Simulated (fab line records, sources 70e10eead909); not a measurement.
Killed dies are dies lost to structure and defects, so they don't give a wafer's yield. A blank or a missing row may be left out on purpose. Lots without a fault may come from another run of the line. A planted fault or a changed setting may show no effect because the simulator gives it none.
fab line records | flow nand_harc | part 1 of 2: steps 1 to 18 of 29
record lots=5 wafers=15 last_day=34
route steps=1302 shown A_SLIT@932 A_SIN_REMOVE@947 A_WL_FILL@952
lots that met no fault: from a run of the same line without faults
start_h: hours from the record's first day to the start of the lot's first wafer shown | wait_h: hours since the lot's step before | " the same as in the row above | L1.1+2: a row that stands for several wafers | - no value, or no start given | * or withheld: withheld | < > ~ a bound
route shown NAME@n: a module of which the file shows steps, and the number in the route of the first | usual: mean/standard deviation of fault-free wafers | same: alike in all rows | chamber/n: place in a boat | sites: the reading at each site | _std_site: their standard deviation | _edge_site: outer sites' mean less inner sites' | radius_mm: how far each site lies from the wafer's centre | mask NAME#n: copy n | behind: the tool/chamber that last shaped the wafer | hold: why the lot was held/for how many hours/how that ended | device: the transistor (n, p or np) that didn't switch | end of line: the same wafers' tests at the end of the route | a step without rows: its recipe alone | killed: dies lost to structure and defects at the first sort, not the wafer's yield | map: a wafer's dies, x killed, . not, _ none there
set.NAME: the setting as run; set.NAME@STEP: as run at that earlier step | model.NAME: the simulator's own value behind a step, which no gauge read
lots at some steps of the route; a table a step, a row a wafer
services: from which hour (start_h, from the record's first day; less than 0 if before it) a tool's chamber was out of use, for how many hours, and why
## steps
# step NHARC_A_SLIT_DEVELOP_08
# recipe develop_time_s=35 dev_temp_c=23
# columns lot.wafer tool chamber start_h wait_h
L084.3+4+5 litho_track-04 0 - -
L083.3+5+6 litho_track-06 0 - -
L085.1+3+6 litho_track-04 0 - -
L096.1+2+3 litho_track-04 0 - -
L097.3+5+6 litho_track-01 0 - -
# step NHARC_A_SLIT_CD_MEAS_09
# recipe target_cd_nm=300 landing_energy_ev=500
# usual cd_nm=300.1/0.41
# columns lot.wafer tool chamber start_h wait_h cd_nm
L084.3 cd_sem-03 0 540.89 - 300.4
L084.4 " 0 " " 301.6
L084.5 " 0 " " 300.7
L083.3 cd_sem-02 0 553.13 - 300.0
L083.5 " 0 " " 299.9
L083.6 " 0 " " 300.0
L085.1 cd_sem-03 0 569.79 - 300.6
L085.3 " 0 " " 300.0
L085.6 " 0 " " 300.3
L096.1 cd_sem-01 0 679.54 - 299.7
L096.2 " 0 " " 299.5
L096.3 " 0 " " 299.3
L097.3 cd_sem-01 0 698.20 - 300.1
L097.5 " 0 " " 300.2
L097.6 " 0 " " 300.3
# step NHARC_A_SLIT_OVL_MEAS_10
# usual overlay_x_nm=0.1/0.74 overlay_y_nm=0.2/0.79
# columns lot.wafer tool chamber start_h wait_h overlay_x_nm overlay_y_nm
L084.3 overlay-01 - 540.98 - -1.0 -0.8
L084.4 " - " " -0.2 -0.5
L084.5 " - " " -0.4 -1.3
L083.3 overlay-02 - 553.22 - -0.4 1.3
L083.5 " - " " -0.2 1.0
L083.6 " - " " -0.7 0.5
L085.1 overlay-02 - 569.87 - 1.4 -0.7
L085.3 " - " " 1.4 -0.5
L085.6 " - " " 1.4 -1.0
L096.1 overlay-01 - 679.63 - 0.4 0.8
L096.2 " - " " 0.5 0.5
L096.3 " - " " 0.6 0.6
L097.3 overlay-01 - 698.28 - -0.3 0.9
L097.5 " - " " -0.1 0.8
L097.6 " - " " -0.3 0.7
# step NHARC_A_SLIT_INSPECT_11
# usual raw_defect_count=64/28
# columns lot.wafer tool chamber start_h wait_h raw_defect_count
L084.3 defect_inspect-02 - 541.02 0.0 73
L084.4 " - " " 84
L084.5 " - " " 88
L083.3 defect_inspect-01 - 553.25 0.0 17
L083.5 " - " " 10
L083.6 " - " " 12
L085.1 defect_inspect-02 - 569.91 0.0 68
L085.3 " - " " 64
L085.6 " - " " 68
L096.1 defect_inspect-02 - 679.67 0.0 83
L096.2 " - " " 80
L096.3 " - " " 65
L097.3 defect_inspect-02 - 698.32 0.0 12
L097.5 " - " " 6
L097.6 " - " " 14
# step NHARC_A_SLIT_DESCUM_14
# recipe time_s=3 o2_flow_sccm=200 ar_flow_sccm=0 bias_power_w=0 chemistry=O2
# usual drypump_motor_current_A=5.8/0.44 mfc_ar_sccm=0.012/0.012 oes_product_au=1.001/0.0079 rf_vpp_V=57.9/0.86 showerhead_plenum_p_Torr=1.91/0.067 throttle_valve_pct=11.310/0.0093
# columns lot.wafer tool chamber start_h wait_h drypump_motor_current_A mfc_ar_sccm oes_product_au rf_hours_counter_h rf_vpp_V showerhead_plenum_p_Torr throttle_valve_pct
L084.4 rie_diel-01 3 541.09 0.1 6.3 0.028 1.000 7.9 57.8 1.96 11.308
L084.3 " 1 " " 6.0 0 1.000 9.8 58.8 1.93 11.315
L084.5 " 2 " " 5.4 0 1.013 - 57.8 1.89 11.304
L083.3 rie_diel-01 2 553.33 0.1 5.4 0 1.007 9.5 58.9 1.89 11.305
L083.6 " 0 " " 5.5 0 1.002 - 57.2 1.94 11.322
L083.5 " 1 " " 6.0 0 1.000 - 56.8 1.93 11.316
L085.3 rie_diel-07 0 569.97 0.1 5.4 0.021 0.999 5.0 56.9 1.83 11.299
L085.1 " 3 " " 5.4 0.031 1.015 5.5 58.3 1.93 11.316
L085.6 " 0 " " 5.4 0.021 0.993 - 57.9 1.83 11.330
L096.2 rie_diel-07 0 679.73 0.1 5.4 0.021 1.008 0.8 58.9 1.82 11.312
L096.1 " 1 " " 6.5 0.021 1.001 0.7 58.5 1.85 11.319
L096.3 " 2 " " 5.7 0.002 1.011 0.7 57.6 2.03 11.303
L097.3 rie_diel-07 0 698.40 0.1 5.4 0.021 0.997 3.3 56.5 1.82 11.320
L097.5 " 1 " " 6.5 0.021 1.004 - 56.8 1.85 11.316
L097.6 " 2 " " 5.7 0.002 1.000 - 57.6 2.03 11.312
# step NHARC_A_SLIT_ETCH_24
# recipe target_depth_a=1210 time_s=60.5 cf4_flow_sccm=100 chf3_flow_sccm=30 ar_flow_sccm=0 rf_w=500 bias_w=200 chemistry=CF4/CHF3
# usual chf3_flow_sccm=30.00/0.092 drypump_motor_current_A=5.8/0.44 mfc_ar_sccm=0.012/0.012 oes_product_au=0.960/0.021 rf_fwd_power_W=495.5/2 rf_vpp_V=370.8/2 showerhead_plenum_p_Torr=1.58/0.053 throttle_valve_pct=16.802/0.0086
# columns lot.wafer tool chamber start_h wait_h chf3_flow_sccm drypump_motor_current_A mfc_ar_sccm oes_product_au rf_fwd_power_W rf_hours_counter_h rf_vpp_V showerhead_plenum_p_Torr throttle_valve_pct
L084.3 rie_diel-01 3 541.18 0.1 30.08 6.3 0.028 0.935 498.8 7.9 371.3 1.61 16.800
L084.4 " 0 " " 29.94 5.5 0 0.947 498.4 9.1 370.9 1.59 16.819
L084.5 " 2 " " 29.96 5.4 0 0.946 493.7 - 369.1 1.56 16.815
L083.3 rie_diel-01 2 553.41 0.1 29.92 5.4 0 0.984 497.0 9.5 370.8 1.56 16.789
L083.5 " 1 " " 29.91 6.0 0 0.920 495.6 - 371.2 1.58 16.808
L083.6 " 2 " " 30.01 5.4 0 0.978 496.0 - 369.8 1.56 16.801
L085.3 rie_diel-07 3 570.06 0.1 30.14 5.4 0.031 0.993 495.4 5.5 371.1 1.59 16.810
L085.1 " 0 " " 30.18 5.4 0.021 0.960 499.2 5.0 369.7 1.51 16.809
L085.6 " 0 " " 29.92 5.4 0.021 0.956 495.5 - 368.8 1.50 16.805
L096.1 rie_diel-07 2 679.81 0.1 29.93 5.7 0.002 0.991 493.3 0.7 373.0 1.67 16.781
L096.2 " 3 " " 30.09 5.4 0.031 0.991 495.3 0.7 370.1 1.59 16.803
L096.3 " 1 " " 29.94 6.5 0.021 0.953 494.9 0.7 369.8 1.52 16.812
L097.3 rie_diel-07 3 698.48 0.1 29.98 5.4 0.031 0.991 494.1 3.0 370.4 1.59 16.796
L097.6 " 0 " " 30.03 5.4 0.021 0.975 496.9 - 367.2 1.50 16.798
L097.5 " 1 " " 30.00 6.5 0.021 0.959 495.7 - 367.5 1.52 16.797
# step NHARC_A_SLIT_ETCH_15
# recipe target_depth_a=62000 over_etch_frac=0.3 time_s=1612 ion_energy_ev=150 o2_flow_sccm=400 cos_flow_sccm=20 ar_flow_sccm=0 rf_w=500 bias_w=300 chemistry=O2/COS
# usual drypump_motor_current_A=5.9/0.45 mfc_ar_sccm=0.012/0.012 oes_product_au=1.000/0.0071 rf_fwd_power_W=499.6/1.5 rf_vpp_V=314.2/1.8 showerhead_plenum_p_Torr=3.12/0.11 throttle_valve_pct=28.329/0.0089
# columns lot.wafer tool chamber start_h wait_h drypump_motor_current_A mfc_ar_sccm oes_product_au rf_fwd_power_W rf_hours_counter_h rf_vpp_V showerhead_plenum_p_Torr throttle_valve_pct
L084.4 rie_diel-01 2 - - 5.4 0 1.008 499.9 8.6 314.6 3.09 28.331
L084.3 " 0 " " 5.5 0 1.003 501.4 9.4 314.1 3.16 28.353
L084.5 " 2 " " 5.4 0 1.007 501.4 - 313.6 3.09 28.323
L083.3 rie_diel-01 2 - - 5.4 0 0.997 498.5 9.8 313.1 3.09 28.337
L083.6 " 1 " " 6.0 0 0.992 499.7 - 312.0 3.14 28.345
L083.5 " 2 " " 5.4 0 0.998 499.2 - 313.6 3.09 28.318
L085.3 rie_diel-07 3 - - 5.3 0.031 1.010 500.8 5.7 314.9 3.15 28.323
L085.1 " 0 " " 5.4 0.021 0.992 500.4 5.3 313.1 2.99 28.344
L085.6 " 2 " " 5.7 0.002 0.999 497.1 - 316.2 3.31 28.330
L096.2 rie_diel-07 0 - - 5.4 0.021 0.988 500.2 1.0 312.0 2.98 28.326
L096.3 " 1 " " 6.5 0.021 0.995 501.2 1.0 313.9 3.02 28.338
L096.1 " 2 " " 5.7 0.002 1.003 498.0 0.9 317.0 3.31 28.325
L097.3 rie_diel-07 1 - - 6.5 0.021 0.998 498.7 2.7 312.7 3.02 28.332
L097.5 " 1 " " 6.5 0.021 0.994 498.1 - 312.2 3.02 28.325
L097.6 " 2 " " 5.7 0.002 1.002 499.6 - 317.2 3.30 28.332
# step NHARC_A_SLIT_ETCH_17
# recipe bias_v=900 source_w=withheld pressure_mtorr=20 ar_flow_sccm=375 c4f8_flow_sccm=83.3 o2_flow_sccm=41.7 time_s=4254.5 target_depth_a=2.03e+05 chemistry=C4F8/O2/Ar
# usual c4f8_flow_sccm=83.34/0.25 drypump_motor_current_A=5.5/0.43 mfc_ar_sccm=375.0/1.1 showerhead_plenum_p_Torr=3.72/0.15 throttle_valve_pct=32.045/0.0088
# columns lot.wafer tool chamber start_h wait_h c4f8_flow_sccm drypump_motor_current_A mfc_ar_sccm rf_hours_counter_h showerhead_plenum_p_Torr throttle_valve_pct
L084.3 har_etch-01 1 546.68 - 82.99 5.2 374.4 - 3.62 32.038
L084.4 " 0 " " 83.35 5.6 374.7 - 3.56 32.046
L084.5 " 1 " " 82.77 5.2 374.3 - 3.62 32.051
L083.3 har_etch-02 0 556.38 - 83.57 4.9 375.6 - 3.89 32.045
L083.6 " 1 " " 83.49 6.1 375.0 - 3.89 32.036
L083.5 " 0 " " 83.48 5.0 375.5 - 3.89 32.042
L085.1 har_etch-01 1 571.84 - 83.48 5.2 376.8 307 3.62 32.042
L085.3 " 1 573.05 - 83.66 5.2 375.2 - 3.62 32.052
L085.6 " 0 " " 83.61 5.7 374.2 - 3.55 32.057
L096.1 har_etch-01 0 680.98 - 83.41 5.6 374.5 364 3.52 32.056
L096.2 " 1 " " 82.88 5.2 376.6 364 3.59 32.045
L096.3 " 1 682.76 - 82.84 5.2 374.4 - 3.58 32.038
L097.3 har_etch-01 0 702.63 - 83.07 5.6 375.8 - 3.52 32.055
L097.5 " 1 " " 83.44 5.2 374.9 - 3.58 32.047
L097.6 " 0 " " 83.49 5.6 376.0 - 3.52 32.034
# step NHARC_A_SLIT_ETCH_26
# recipe bias_v=400 source_w=2000 pressure_mtorr=25 time_s=90 ar_flow_sccm=375 c4f8_flow_sccm=41.7 o2_flow_sccm=83.3 target_depth_a=4000 chemistry=C4F8/O2/Ar
# usual c4f8_flow_sccm=41.70/0.13 drypump_motor_current_A=5.5/0.42 mfc_ar_sccm=375.3/1 rf_fwd_power_W=1990/6 showerhead_plenum_p_Torr=3.76/0.16 throttle_valve_pct=27.620/0.0092
# columns lot.wafer tool chamber start_h wait_h c4f8_flow_sccm drypump_motor_current_A mfc_ar_sccm rf_fwd_power_W rf_hours_counter_h showerhead_plenum_p_Torr throttle_valve_pct
L084.3 har_etch-01 1 549.18 1.9 41.54 5.2 375.4 1976 - 3.65 27.607
L084.4 " 0 " " 41.65 5.6 375.7 1988 - 3.59 27.618
L084.5 " 1 " " 41.76 5.2 374.6 1975 - 3.65 27.636
L083.3 har_etch-02 0 558.28 1.3 41.68 4.9 376.1 1991 - 3.92 27.627
L083.6 " 1 " " 41.42 6.1 375.5 1993 - 3.92 27.617
L083.5 " 0 " " 41.80 4.9 374.0 1986 - 3.92 27.623
L085.1 har_etch-01 1 574.88 2.4 41.92 5.2 376.3 1984 310 3.65 27.629
L085.3 " 1 " " 41.91 5.2 373.6 1975 - 3.65 27.621
L085.6 " 0 " " 41.61 5.6 375.7 1991 - 3.58 27.598
L096.1 har_etch-01 0 684.54 3.0 41.76 5.6 374.4 1987 367 3.55 27.602
L096.2 " 1 " " 42.01 5.2 375.7 1985 367 3.61 27.628
L096.3 " 1 " " 41.80 5.2 374.4 1990 - 3.61 27.626
L097.3 har_etch-01 0 704.53 1.3 41.89 5.7 374.6 1987 - 3.54 27.627
L097.5 " 1 " " 41.76 5.2 374.4 1994 - 3.61 27.613
L097.6 " 0 " " 41.81 5.7 376.6 1995 - 3.54 27.617
# step NHARC_A_SLIT_STRIP_28
# recipe o2_flow_sccm=400 cos_flow_sccm=20 ar_flow_sccm=0 bias_w=0 chemistry=O2/COS
# columns lot.wafer tool chamber start_h wait_h
L084.4+3+5 rie_diel-01 3,1,0 549.91 0.7
L083.3+6+5 rie_diel-07 0,1,2 559.01 0.7
L085.1+3+6 rie_diel-07 1,2,2 575.64 0.7
L096.3+2+1 rie_diel-01 1,2,0 685.33 0.7
L097.3+5+6 rie_diel-01 2,1,2 705.24 0.7
# step NHARC_A_SLIT_ETCH_29
# recipe target_depth_a=1000 overetch_a=100 time_s=55 ion_energy_ev=100 cf4_flow_sccm=80 o2_flow_sccm=20 ar_flow_sccm=0 rf_w=300 bias_w=100 chemistry=CF4/O2
# usual drypump_motor_current_A=5.9/0.45 mfc_ar_sccm=0.012/0.012 oes_o_777_au=1.000/0.0046 oes_product_au=1.000/0.0075 rf_fwd_power_W=297.0/1.3 rf_vpp_V=197.7/1.2 showerhead_plenum_p_Torr=1.34/0.047 throttle_valve_pct=13.399/0.0089
# columns lot.wafer tool chamber start_h wait_h drypump_motor_current_A mfc_ar_sccm oes_o_777_au oes_product_au rf_fwd_power_W rf_hours_counter_h rf_vpp_V showerhead_plenum_p_Torr throttle_valve_pct
L084.4 rie_diel-01 2 550.00 0.1 5.4 0 1.001 1.001 298.4 9.4 198.3 1.32 13.409
L084.3 " 1 " " 6.0 0 1.009 1.006 296.5 10.3 199.0 1.34 13.396
L084.5 " 2 " " 5.4 0 0.996 0.993 298.4 - 198.5 1.32 13.397
L083.3 rie_diel-07 0 559.08 0.1 5.4 0.021 0.999 0.994 298.4 4.6 196.3 1.28 13.396
L083.5 " 3 " " 5.4 0.031 1.000 1.004 296.5 - 197.3 1.35 13.394
L083.6 " 0 " " 5.4 0.021 0.991 0.997 298.5 - 196.8 1.27 13.394
L085.1 rie_diel-07 3 575.73 0.1 5.4 0.031 0.996 1.023 295.2 6.0 198.4 1.35 13.400
L085.3 " 2 " " 5.7 0.002 0.997 1.017 295.1 5.8 199.0 1.42 13.416
L085.6 " 0 " " 5.4 0.021 1.008 1.010 298.7 - 195.1 1.27 13.391
L096.3 rie_diel-01 0 685.43 0.1 5.5 0 0.989 1.011 297.4 5.6 197.1 1.35 13.388
L096.2 " 1 " " 6.0 0 1.008 1.003 297.8 5.3 197.1 1.34 13.403
L096.1 " 2 " " 5.4 0 1.003 0.994 297.6 5.0 197.5 1.32 13.396
L097.3 rie_diel-01 2 705.34 0.1 5.4 0 1.000 1.002 295.7 6.3 197.1 1.32 13.385
L097.5 " 3 " " 6.3 0.028 0.996 1.006 297.9 - 198.9 1.37 13.397
L097.6 " 0 " " 5.5 0 1.001 0.999 295.7 - 198.7 1.35 13.391
# step NHARC_A_SLIT_STRIP_18
# recipe o2_flow_sccm=500 ar_flow_sccm=0 bias_w=0 chemistry=O2
# usual drypump_motor_current_A=5.9/0.46 mfc_ar_sccm=0.011/0.012 oes_product_au=1.000/0.0099 rf_vpp_V=57.7/0.84 showerhead_plenum_p_Torr=3.53/0.12 throttle_valve_pct=17.036/0.0095
# columns lot.wafer tool chamber start_h wait_h drypump_motor_current_A mfc_ar_sccm oes_product_au rf_hours_counter_h rf_vpp_V showerhead_plenum_p_Torr throttle_valve_pct
L084.3 rie_diel-01 1 - - 5.9 0 1.001 10.3 57.6 3.55 17.025
L084.4 " 0 " " 5.5 0 0.997 9.7 57.3 3.57 17.049
L084.5 " 1 " " 6.0 0 1.004 - 57.6 3.55 17.050
L083.3 rie_diel-07 0 - - 5.4 0.021 1.003 4.7 57.7 3.38 17.035
L083.6 " 2 " " 5.7 0.002 1.003 - 56.1 3.74 17.024
L083.5 " 3 " " 5.4 0.031 1.009 - 57.4 3.56 17.045
L085.3 rie_diel-07 1 - - 6.5 0.021 1.003 5.6 57.9 3.42 17.044
L085.1 " 2 " " 5.7 0.002 1.013 5.8 58.9 3.74 17.043
L085.6 " 2 " " 5.7 0.002 1.017 - 56.5 3.74 17.040
L096.3 rie_diel-01 3 - - 6.3 0.028 1.005 5.5 58.9 3.61 17.042
L096.2 " 0 " " 5.5 0 0.991 5.7 58.2 3.56 17.034
L096.1 " 2 " " 5.4 0 0.993 5.0 56.5 3.49 17.045
L097.3 rie_diel-01 1 - - 6.0 0 1.004 6.6 57.2 3.55 17.032
L097.6 " 1 " " 6.0 0 1.011 - 56.5 3.55 17.036
L097.5 " 2 " " 5.4 0 1.004 - 58.2 3.48 17.035
# step NHARC_A_SLIT_PRECLEAN_19
# recipe time_s=* temp_c=50 bath_age_min=0 chemistry=SC1
# usual diw_flow_mL_min=1415/4.4 nh4oh_flow_mL_min=28.30/0.086
# columns lot.wafer tool chamber start_h wait_h diw_flow_mL_min nh4oh_flow_mL_min
L084.3 wet_bench-04 0 550.40 - 1413 28.22
L084.5 " 1 " " 1418 28.31
L084.4 " 2 " " 1410 28.23
L083.3 wet_bench-06 3 559.46 - 1415 28.48
L083.6 " 7 " " 1418 28.43
L083.5 " 0 " " 1419 28.38
L085.3 wet_bench-04 5 576.12 - 1410 28.29
L085.1 " 0 " " 1411 28.44
L085.6 " 1 " " 1409 28.26
L096.1 wet_bench-05 7 685.82 - 1413 28.25
L096.3 " 2 " " 1422 28.23
L096.2 " 4 " " 1410 28.35
L097.6 wet_bench-04 2 705.73 - 1412 28.21
L097.3 " 3 " " 1422 28.37
L097.5 " 5 " " 1410 28.29
# step NHARC_A_SLIT_SRD_20
# columns lot.wafer tool chamber start_h wait_h
L084.3+5+4 wet_bench-04 0,1,2 - -
L083.3+6+5 wet_bench-06 3,7,0 - -
L085.3+1+6 wet_bench-04 5,0,1 - -
L096.1+3+2 wet_bench-05 7,2,4 - -
L097.6+3+5 wet_bench-04 2,3,5 - -
# step NHARC_A_SLIT_CD_MEAS_21
# usual cd_nm=289.4/0.79
# columns lot.wafer tool chamber start_h wait_h cd_nm
L084.3 cd_sem-01 - 550.55 - 290.0
L084.4 " - " " 289.9
L084.5 " - " " 288.9
L083.3 cd_sem-02 - 559.61 - 289.0
L083.5 " - " " 289.2
L083.6 " - " " 289.7
L085.1 cd_sem-01 - 576.27 - 288.9
L085.3 " - " " 288.6
L085.6 " - " " 288.6
L096.1 cd_sem-03 - 685.96 - 289.8
L096.2 " - " " 289.4
L096.3 " - " " 289.2
L097.3 cd_sem-03 - 705.86 - 290.2
L097.5 " - " " 289.5
L097.6 " - " " 289.6
# step NHARC_A_SIN_REMOVE_WET_00
# recipe temp_c=160 time_s=15300 chemistry=H3PO4
# columns lot.wafer tool chamber start_h wait_h
L084.3+4+5 wet_h3po4-02 0 552.21 1.7
L083.3+5+6 wet_h3po4-01 1 561.27 1.7
L085.1+3+6 wet_h3po4-02 1 576.37 0.1
L096.1+2+3 wet_h3po4-01 0 687.63 1.7
L097.3+5+6 wet_h3po4-01 0 707.53 1.7
# step NHARC_A_SIN_REMOVE_PRECLEAN_01
# recipe time_s=* temp_c=50 bath_age_min=0 chemistry=SC1
# usual diw_flow_mL_min=1416/4.3 nh4oh_flow_mL_min=28.31/0.09
# columns lot.wafer tool chamber start_h wait_h diw_flow_mL_min nh4oh_flow_mL_min
L084.4 wet_bench-01 4 557.02 0.0 1418 28.22
L084.3 " 6 " " 1409 28.42
L084.5 " 7 " " 1427 28.49
L083.3 wet_bench-01 6 566.05 0.0 1418 28.41
L083.5 " 7 " " 1415 28.29
L083.6 " 2 " " 1415 28.03
L085.1 wet_bench-01 7 581.13 0.0 1417 28.18
L085.3 " 1 " " 1417 28.26
L085.6 " 3 " " 1418 28.44
L096.3 wet_bench-02 2 692.36 0.0 1420 28.28
L096.1 " 3 " " 1407 28.27
L096.2 " 4 " " 1420 28.24
L097.3 wet_bench-07 2 712.42 0.0 1409 28.21
L097.6 " 5 " " 1411 28.44
L097.5 " 6 " " 1423 28.21
# step NHARC_A_SIN_REMOVE_SRD_02
# columns lot.wafer tool chamber start_h wait_h
L084.4+3+5 wet_bench-01 4,6,7 - -
L083.3+5+6 wet_bench-01 6,7,2 - -
L085.1+3+6 wet_bench-01 7,1,3 - -
L096.3+1+2 wet_bench-02 2,3,4 - -
L097.3+6+5 wet_bench-07 2,5,6 - -
